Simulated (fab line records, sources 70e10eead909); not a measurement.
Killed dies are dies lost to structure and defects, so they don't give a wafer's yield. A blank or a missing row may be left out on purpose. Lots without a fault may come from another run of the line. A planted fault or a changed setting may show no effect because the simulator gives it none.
Which tool did it? | flow nand_harc | 6 lots, 18 wafers sampled, at 5 steps of a route of 1159

WHAT THE GAUGES READ, wafer by wafer
NHARC_END_SORT_01.
lot  | measured     | on        | defect_limited_yield (%)
L548 | day 20 22:55 | prober-01 | 94.8 96.3 93.8
L550 | day 20 17:33 | prober-01 | 96.5 97.5 96.3
L564 | day 24 22:31 | prober-02 | 95.1 0 93.4

WHICH TOOL RAN EACH LOT (tool, then ch and the chambers of the sampled wafers, then the start)
lot  | NHARC_P_BONDPAD_PVD_27       | NHARC_A_BONDPAD_DESCUM_11          | NHARC_A_BONDPAD_ANNEAL_28        | NHARC_THIN_TSV_ANNEAL_52
L543 | pvd_sputter-02, day 6 23:34  | rie_diel-09 ch 2,3, day 18 03:23   | rtp_anneal-02 ch 0, day 18 05:07 | rtp_anneal-02 ch 0, day 19 04:40
L545 | pvd_sputter-01, day 7 10:14  | rie_diel-08 ch 0,1,2, day 18 13:25 | rtp_anneal-01 ch 0, day 18 15:19 | rtp_anneal-01 ch 0, day 19 12:09
L548 | pvd_sputter-03, day 7 19:31  | rie_diel-07 ch 0,2,3, day 19 14:16 | rtp_anneal-01 ch 0, day 19 16:08 | rtp_anneal-01 ch 0, day 20 11:53
L550 | pvd_sputter-03, day 8 06:01  | rie_diel-09 ch 0,1, day 19 10:55   | rtp_anneal-01 ch 0, day 19 12:48 | rtp_anneal-02 ch 0, day 20 05:02
L554 | pvd_sputter-03, day 9 13:03  | rie_diel-09 ch 0,1,2, day 20 16:07 | rtp_anneal-02 ch 0, day 20 17:49 | rtp_anneal-01 ch 0, day 21 13:17
L564 | pvd_sputter-03, day 11 19:52 | rie_diel-09 ch 1,3, day 23 16:20   | rtp_anneal-02 ch 0, day 23 18:18 | rtp_anneal-02 ch 0, day 24 12:55
- NHARC_P_BONDPAD_PVD_27: deposits Cu, target thk 30 nm, time 20.49 s.
- NHARC_A_BONDPAD_DESCUM_11: chemistry O2, time 3 s.
- NHARC_A_BONDPAD_ANNEAL_28: time 90 s.
- NHARC_THIN_TSV_ANNEAL_52: time 90 s.

THE ANSWER, worked out from the rows above alone
Rule: what is usual is taken from the lots themselves. Put in order of their means at a reading, lots are off if they are a third of the lots or fewer, leave a main group of 4 or more, and stand apart from it by a gap of 3 or more times the standard deviation of the main group's means; of several such gaps the widest counts. A main group whose means are all the same, to the digits that the tables above print for the reading, isn't used. A lot without any number at a reading at which 4 lots or more have one is off too. The other lots that the step has rows for count as sound.
No lot is off at any reading shown: from this, nothing can be told.

WHAT THE SIMULATOR HAD PUT IN
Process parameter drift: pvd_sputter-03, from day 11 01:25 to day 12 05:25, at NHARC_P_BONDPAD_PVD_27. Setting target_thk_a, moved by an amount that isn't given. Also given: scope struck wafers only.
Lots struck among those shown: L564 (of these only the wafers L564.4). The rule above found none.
